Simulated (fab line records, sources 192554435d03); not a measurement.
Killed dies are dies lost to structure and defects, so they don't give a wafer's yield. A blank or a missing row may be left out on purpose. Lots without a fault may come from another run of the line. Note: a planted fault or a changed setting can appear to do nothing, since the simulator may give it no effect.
2 desks looking at one fault | flow n5_finfet | what lay behind the numbers comes last; until then each desk has only its own

AT THE TOOL OWNER'S DESK: litho_track-04
The tool's own readings at N5_BEOL_M7_COAT_71 (time 60 s, resist thk 5 nm): means of the sampled wafers that have a number, for each lot that ran on this tool. A lot is out of limits, marked OUT, if its mean lies more than 4 standard deviations from the usual mean; the brackets give that distance.
Columns: A = dispense_pressure_kPa at N5_BEOL_M7_COAT_71, usual 51 kPa; B = spin_speed_rpm at N5_BEOL_M7_COAT_71, usual 1500.1 rpm
lot  | first seen here | A  | B
L614 | day 9 04:12     | 55 | 1499.4
L615 | day 9 08:59     | 55 | 1501.0
L617 | day 10 03:31    | 55 | 1500.5
L626 | day 13 09:40    | 55 | 1633.9 (+99 or more) OUT
L628 | day 13 13:52    | 55 | 1634.2 (+99 or more) OUT
This desk's finding: out of limits on L626, L628; first on L626, day 13 09:40 (spin_speed_rpm at N5_BEOL_M7_COAT_71). L614, L615, L617: within limits.

METROLOGY DESK
Lot by lot, what the gauges showed, no matter which tool ran the lot: averages of those sampled wafers that carry a number. A lot is out of limits, marked OUT, if its mean lies more than 4 standard deviations from the usual mean; the brackets give that distance.
Columns: A = M6_THK at N5_BEOL_M6_THK_MEAS_53, usual 81.4 nm; B = V6_OVL at N5_BEOL_M7_OVL_MEAS_29, usual 0.3 nm
lot  | first seen here | A    | B
L613 | day 9 00:23     | 78.2 | 1.3
L614 | day 9 01:40     | 80.5 | 1.3
L615 | day 9 05:04     | 78.3 | -0.5
L617 | day 9 21:35     | 77.7 | 1.1
L619 | day 10 11:04    | 82.9 | 0.7
L620 | day 10 17:50    | 79.7 | 0.9
L626 | day 13 06:11    | 85.5 | -0.6
L628 | day 13 09:54    | 80.7 | -0.5
L630 | day 13 12:29    | 83.0 | 1.0
L632 | day 14 15:37    | 82.4 | 0.1
L635 | day 14 19:17    | 84.3 | -0.6
Result from this desk: across the 11 lots, nothing is out of limits.

PUT TOGETHER
An alarm could have come from the tool owner's desk at day 13 09:40, on L626, L628.
From the metrology desk's view, nothing was out of limits.
The metrology desk holds a record of L626, L628, inside its limits.
On litho_track-04, each named lot ran N5_BEOL_M7_COAT_71.

WHAT HAD BEEN PUT IN BY THE SIMULATOR
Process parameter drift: litho_track-04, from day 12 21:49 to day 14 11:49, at N5_BEOL_M7_COAT_71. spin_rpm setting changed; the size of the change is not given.
Shown lots that were struck: L626, L628.
Delay in hours, fault start to first out-of-limits reading, by desk: the tool owner's desk at 12.
